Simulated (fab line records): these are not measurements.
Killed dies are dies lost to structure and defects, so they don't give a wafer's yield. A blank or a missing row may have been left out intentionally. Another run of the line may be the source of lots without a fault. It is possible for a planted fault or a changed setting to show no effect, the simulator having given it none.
Struck lot and sound lot, side by side + flow n5 finfet + 36 steps out of a route of 1938
Sound: these wafers, L476.2, L476.3, L476.6. Struck: wafers L469.2, L469.4, L469.5. The cause is given at the end.
Each step with rows lists, per side, the tool, then ch with its chambers, then its first start. Under that, the readings that differ: sound wafers + struck wafers + difference of the means + sigmas: that difference in standard deviations of wafers without a fault.
alike: readings whose means differ by less than 2 such deviations, and words and numbers that are the same on both sides. not compared: withheld readings, readings that some wafer has no value for, bounds like >300 that may hide the same value, and numbers for which the record gives no deviation and whose values overlap.
Wherever a step has rows on one side only, a row that says differs or no value, or a row with sigmas, the two part there. Numbers that have no deviation but don't overlap get no sigmas and don't part them. A reading missing from all wafers of one side parts the sides only when that side holds two or more wafers.

first, 9 steps without rows for these wafers: N5_WELL_APT_COAT_19 (resist thk 950 nm); N5_WELL_APT_EBR_21; N5_WELL_APT_SOFTBAKE_20 (time 60 s); N5_WELL_APT_EXPOSE_22 (exposes mask PWELL, defocus 0 nm, target cd 200 nm); N5_WELL_APT_PEB_23 (peb time 90 s); N5_WELL_APT_DEVELOP_24 (develop time 45 s); N5_WELL_APT_HARDBAKE_29 (time 120 s); N5_WELL_APT_DESCUM_30 (chemistry O2, time 7.9 s); N5_WELL_APT_IMPLANT_31.
N5_WELL_APT_IMPLANT_32:
  sound on implanter-02 ch 0, day 7 09:12; struck on implanter-01 ch 0, day 5 16:02
| reading            | sound                           | struck                           | difference  | sigmas      |
|--------------------|---------------------------------|----------------------------------|-------------|-------------|
| dose ions cm2      | 2.0014e+13 1.9979e+13 1.997e+13 | 2.5647e+13 2.5656e+13 2.5672e+13 | +5.6707e+12 | +99 or more |
| faraday current uA | 257 251 257                     | 330 335 337                      | +79         | +16         |
then, 25 steps without rows for these wafers: N5_WELL_APT_STRIP_33 (strips in SPM, time 900 s); N5_WELL_APT_RTA_34 (time 10 s); N5_WELL_APT_OXIDE_STRIP_42 (strips SiO2 in dHF, time 45 s, target depth 12 nm); N5_WELL_APT_PRECLEAN_36 (cleans in O3/DIW, time 45 s); N5_WELL_APT_PRECLEAN_39 (cleans in dHF, time 60 s); N5_WELL_APT_SRD_37 (time 30 s); N5_WELL_APT_EPI_41 (deposits Si from SiH4/H2, target thk 50 nm, time 297.7 s); N5_PMOS_HMC_CHANNEL_EPI_HM_DEP_34 (deposits SiO2 from TEOS/O2, target thk 36 nm, time 6.9 s); N5_PMOS_HMC_CHANNEL_EPI_COAT_31 (time 60 s, resist thk 66 nm); N5_PMOS_HMC_CHANNEL_EPI_COAT_03 (resist thk 205 nm); N5_PMOS_HMC_CHANNEL_EPI_EBR_05; N5_PMOS_HMC_CHANNEL_EPI_SOFTBAKE_04 (time 60 s); N5_PMOS_HMC_CHANNEL_EPI_EXPOSE_06 (exposes mask PMOS HMC BLK, target cd 240 nm); N5_PMOS_HMC_CHANNEL_EPI_PEB_07 (peb time 60 s); N5_PMOS_HMC_CHANNEL_EPI_DEVELOP_08 (develop time 30 s); N5_PMOS_HMC_CHANNEL_EPI_DESCUM_14 (chemistry O2, time 7.9 s); N5_PMOS_HMC_CHANNEL_EPI_ETCH_32 (etches BARC in N2/H2, stops on SiO2, target depth 85.8 nm, time 50.3 s); N5_PMOS_HMC_CHANNEL_EPI_HM_OPEN_15 (chemistry CHF3/O2, target SiO2, target depth 40.6 nm, time 20.3 s); N5_PMOS_HMC_CHANNEL_EPI_STRIP_33 (strips in N2/H2); N5_PMOS_HMC_CHANNEL_EPI_STRIP_17 (strips in SPM, time 750 s); N5_PMOS_HMC_CHANNEL_EPI_ETCH_38 (etches SiO2 in CF4, target depth 1.5 nm); N5_PMOS_HMC_CHANNEL_EPI_FIN_RECESS_16 (chemistry HBr/Cl2, target Si, target depth 54 nm, time 18 s); N5_PMOS_HMC_CHANNEL_EPI_PRECLEAN_36 (cleans in O3/DIW, time 45 s); N5_PMOS_HMC_CHANNEL_EPI_PRECLEAN_18 (cleans in DHF, time 30 s); N5_PMOS_HMC_CHANNEL_EPI_SRD_19 (time 30 s).
-- the record jumps here: 6 days lie between the struck wafers' starts before and after (it left off in module PMOS_HMC_CHANNEL_EPI and takes up again in module BEOL_M4, whose first step shown is number 1111 of the route) --
N5_BEOL_M4_RC_MEAS_101:
  sound on prober-02 ch 0, day 13 18:43; struck on prober-01 ch 0, day 11 15:47
| reading        | sound             | struck            | difference | sigmas |
|----------------|-------------------|-------------------|------------|--------|
| CJ_N           | 4.34 4.32 4.25    | 5.00 4.90 4.91    | +0.63      | +9     |
| DIBL_P (mV/V)  | 37.7 40.5 40.0    | 33.8 33.9 37.9    | -4.2       | -3     |
| IOFF_N (nA/um) | 0.165 0.204 0.204 | 0.123 0.118 0.173 | -0.053     | -3     |
  alike: DIBL_N, IOFF_P, ION_N, ION_P, SS_N, SS_P, VT_N, VT_P

WHERE THEY PART
At N5_WELL_APT_IMPLANT_32 first; at N5_BEOL_M4_RC_MEAS_101 last (within this record only).

WHY: what the simulator had put in
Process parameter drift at N5_WELL_APT_IMPLANT_32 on implanter-01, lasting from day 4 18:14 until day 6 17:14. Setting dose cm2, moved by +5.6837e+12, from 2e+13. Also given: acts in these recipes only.
